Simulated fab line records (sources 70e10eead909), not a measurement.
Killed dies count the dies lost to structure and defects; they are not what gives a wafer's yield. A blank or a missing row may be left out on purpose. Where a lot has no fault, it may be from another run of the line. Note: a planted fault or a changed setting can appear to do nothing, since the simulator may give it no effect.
Struck lot and sound lot, side by side -- flow nand_harc -- 16 steps out of a route of 1302
Sound: the wafers L776.2, L776.3, L776.5. Struck: wafers L792.1, L792.2, L792.5. The cause comes at the end.
Order at every step that has rows: each side's tool, ch and its chambers, its first start. Under that, the readings that differ: sound wafers -- struck wafers -- difference of the means -- sigmas: that difference in standard deviations of wafers without a fault.
alike: same words and numbers on both sides, and readings whose means sit less than 2 such deviations apart. not compared: any withheld reading, any reading some wafer has no value for, any bound like >300 that may hide the same value, and any number with overlapping values for which the record gives no deviation.
A row with sigmas, a row that says differs or no value, or rows on one side alone: a step with any of these is where the two part. When numbers do not overlap yet have no deviation, they are printed without sigmas and do not part them. A reading that every wafer of one side lacks parts them only if that side has two wafers or more.

first, 2 steps without rows for these wafers: NHARC_A_ONON_D1_ANNEAL_15 (time 3600 s); NHARC_A_ONON_D1_DEP_16 (target thk 1000 nm).
NHARC_A_ONON_D1_THK_MEAS_18: measures by ellipsometry.
  sound on film_metro-02 at day 9 21:52; struck on film_metro-01 at day 16 10:20
  alike: thk_nm
after that, 1 step with no rows for these wafers: NHARC_A_ONON_D1_DEP_19 (target thk 1000 nm).
NHARC_A_ONON_D1_THK_MEAS_21: measures by ellipsometry.
  sound on film_metro-01 at day 9 22:26; struck on film_metro-01 at day 16 10:54
  alike: thk_nm
after that, 1 step with no rows for these wafers: NHARC_A_ONON_D1_DEP_22 (target thk 1000 nm).
NHARC_A_ONON_D1_THK_MEAS_24: measures by ellipsometry.
  sound on film_metro-01 at day 9 23:01; struck on film_metro-02 at day 16 11:28
  alike: thk_nm
after that, 1 step with no rows for these wafers: NHARC_A_ONON_D1_DEP_25 (target thk 1000 nm).
NHARC_A_ONON_D1_THK_MEAS_27: measures by ellipsometry.
  sound on film_metro-02 at day 9 23:35; struck on film_metro-02 at day 16 12:04
  alike: thk_nm
after that, 1 step with no rows for these wafers: NHARC_A_ONON_D1_DEP_28 (target thk 1000 nm).
NHARC_A_ONON_D1_THK_MEAS_30: measures by ellipsometry.
  sound on film_metro-01 at day 10 00:09; struck on film_metro-02 at day 16 12:38
  alike: thk_nm
NHARC_A_ONON_D1_DEP_33: deposits SiO2, target thk 200 nm.
  sound on pecvd-04 ch 0,1,2, day 10 00:22; struck on pecvd-02 ch 0,1,2, day 16 12:44
  alike: heater_power_w, throttle_valve_pct
NHARC_A_ONON_D1_THK_MEAS_34: measures by ellipsometry.
  sound on film_metro-01 at day 10 00:44; struck on film_metro-02 at day 16 13:06
  alike: thk_nm
NHARC_A_ONON_D1_INSPECT_32:
  sound on defect_inspect-02 at day 10 00:49; struck on defect_inspect-01 at day 16 13:10
reading,sound,struck,difference,sigmas
raw_defect_count,74 73 105,475 473 445,+380,+17
NHARC_A_CHANNEL_HOLE_D1_DEP_00: deposits aC, target thk 3100 nm.
  sound on acl_dep-02 ch 0, day 10 01:12; struck on acl_dep-02 ch 0, day 16 13:14
  alike: throttle_valve_pct
-- record jumps: 16 days between struck wafers' starts before vs after; left off in module A_CHANNEL_HOLE_D1, resumes in module END, first step shown is number 1302 of the route --
NHARC_END_SORT_01:
  at this point the record logs the struck wafers (prober-01 ch 0, day 32 17:36) and has no rows for the sound ones

## WHERE THEY PART
Earliest at NHARC_A_ONON_D1_INSPECT_32; latest, in this record, at NHARC_END_SORT_01.

WHY: what the simulator had put in
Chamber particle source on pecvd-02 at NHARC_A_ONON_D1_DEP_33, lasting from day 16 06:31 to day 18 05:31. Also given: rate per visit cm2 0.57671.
